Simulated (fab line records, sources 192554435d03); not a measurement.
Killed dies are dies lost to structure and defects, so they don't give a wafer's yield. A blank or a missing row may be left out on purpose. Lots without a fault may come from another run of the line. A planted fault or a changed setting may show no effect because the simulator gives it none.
Chamber matching | flow n5_finfet | N5_BEOL_M0_CUTY_DESCUM_61 on rie_diel-01: 4 sister chambers
The step chemistry O2, time 7.9 s. 20 wafers are shown with their chamber, then 10 later ones without.

WAFERS WITH THEIR CHAMBER
wafer  | chamber | throttle_valve_pct (%) | showerhead_plenum_p_Torr (Torr) | oes_product_au (a.u.)
L075.1 | 0       | 19.96                  | 2.03                            | 0.97
L075.2 | 1       | 20.37                  | 2.08                            | 0.79
L075.3 | 2       | 20.62                  | 2.17                            | 0.86
L075.4 | 3       | 20.70                  | 2.20                            | 0.72
L075.5 | 0       | 19.97                  | 2.03                            | 0.97
L075.6 | 3       | 20.70                  | 2.20                            | 0.73
L084.2 | 3       | 20.74                  | 2.19                            | 0.71
L084.3 | 1       | 20.40                  | 2.07                            | 0.77
L084.4 | 2       | 20.67                  | 2.16                            | 0.84
L088.2 | 1       | 20.43                  | 2.06                            | 0.76
L088.5 | 2       | 20.67                  | 2.16                            | 0.83
L088.6 | 0       | 20.03                  | 2.02                            | 0.92
L089.1 | 2       | 20.66                  | 2.16                            | 0.81
L089.4 | 0       | 20.04                  | 2.01                            | 0.90
L089.6 | 2       | 20.68                  | 2.16                            | 0.81
L090.1 | 1       | 20.41                  | 2.06                            | 0.75
L090.3 | 2       | 20.67                  | 2.16                            | 0.81
L090.5 | 0       | 20.04                  | 2.01                            | 0.90
L091.1 | 3       | 20.74                  | 2.19                            | 0.69
L091.3 | 2       | 20.68                  | 2.16                            | 0.80

SIGNATURES (means of the wafers above)
reading                  | chamber 0 | chamber 1 | chamber 2 | chamber 3 | scatter within a chamber
throttle_valve_pct       | 20.0080   | 20.4025   | 20.6643   | 20.7200   | 0.0278
showerhead_plenum_p_Torr | 2.0200    | 2.0675    | 2.1614    | 2.1950    | 0.00733
oes_product_au           | 0.9320    | 0.7675    | 0.8229    | 0.7125    | 0.0245
Rule: a wafer's distance from a chamber is the root of the sum, over the readings, of the square of ((its reading less the chamber's mean) divided by the reading's scatter). The wafer belongs to the nearest chamber; if the next one is less than 2 further off, it can't be placed. The scatter: the root of (the sum of the squares of (reading less its chamber's mean) over the shown wafers, divided by (wafers less chambers)).

WAFERS WITHOUT THEIR CHAMBER
wafer  | throttle_valve_pct (%) | showerhead_plenum_p_Torr (Torr) | oes_product_au (a.u.)
L091.5 | 20.68                  | 2.16                            | 0.81
L094.1 | 20.05                  | 2.01                            | 0.88
L094.2 | 20.77                  | 2.19                            | 0.70
L094.3 | 20.46                  | 2.06                            | 0.75
L094.4 | 20.70                  | 2.16                            | 0.80
L094.5 | 20.05                  | 2.01                            | 0.88
L094.6 | 20.75                  | 2.19                            | 0.69
L097.3 | 20.71                  | 2.15                            | 0.79
L097.5 | 20.78                  | 2.18                            | 0.68
L097.6 | 20.69                  | 2.15                            | 0.79

WHICH CHAMBER EACH WENT THROUGH
wafer  | from the rows above | in truth
L091.5 | 2                   | 2
L094.1 | 0                   | 0
L094.2 | 3                   | 3
L094.3 | 1                   | 1
L094.4 | 2                   | 2
L094.5 | 0                   | 0
L094.6 | 3                   | 3
L097.3 | 2                   | 2
L097.5 | 3                   | 3
L097.6 | 2                   | 2
Placed correctly: 10 of 10. Can't be placed from these rows: 0. Placed wrongly: 0.
